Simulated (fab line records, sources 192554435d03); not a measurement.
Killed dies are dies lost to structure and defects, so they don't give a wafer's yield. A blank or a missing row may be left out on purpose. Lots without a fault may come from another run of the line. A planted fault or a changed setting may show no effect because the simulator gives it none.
Chamber matching | flow n5_finfet | N5_BEOL_M8_ILD_DEP_00 on pecvd-03: 3 sister chambers
The step deposits SiCOH lowk from DEMS/porogen, target thk 179.75 nm, time 33.4 s. 3 wafers are shown with their chamber, then 12 later ones without.

WAFERS WITH THEIR CHAMBER
wafer  | chamber | throttle_valve_pct (%)
L089.3 | 2       | 12.3
L089.5 | 1       | 14.1
L089.6 | 0       | 13.8

WAFERS WITHOUT THEIR CHAMBER
wafer  | throttle_valve_pct (%)
L091.1 | 14.1
L091.2 | 13.9
L091.4 | 12.8
L092.1 | 13.8
L092.2 | 14.2
L092.6 | 13.7
L093.1 | 13.7
L093.3 | 12.4
L093.6 | 12.5
L097.2 | 14.2
L097.5 | 14.3
L097.6 | 12.7

WHICH CHAMBER EACH WENT THROUGH
wafer  | from the rows above     | in truth
L091.1 | can't be placed: 1 or 0 | 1
L091.2 | can't be placed: 0 or 1 | 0
L091.4 | 2                       | 2
L092.1 | can't be placed: 0 or 1 | 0
L092.2 | can't be placed: 1 or 0 | 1
L092.6 | can't be placed: 0 or 1 | 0
L093.1 | can't be placed: 0 or 1 | 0
L093.3 | 2                       | 2
L093.6 | 2                       | 2
L097.2 | can't be placed: 1 or 0 | 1
L097.5 | can't be placed: 1 or 0 | 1
L097.6 | 2                       | 2
Placed correctly: 4 of 12. Can't be placed from these rows: 8 (the true chamber is among the candidates in 8). Placed wrongly: 0.
How it was worked out, from the rows above alone: a wafer's distance from a chamber is the root of the sum, over the readings, of the square of ((its reading less the chamber's mean) divided by the reading's scatter). The wafer belongs to the nearest chamber; if the next one is less than 2 further off, it can't be placed. A chamber's mean is the mean of its shown wafers. The scatter: with one shown wafer a chamber, the root of the mean of the squares of how far each hidden wafer lies from its nearest shown one.
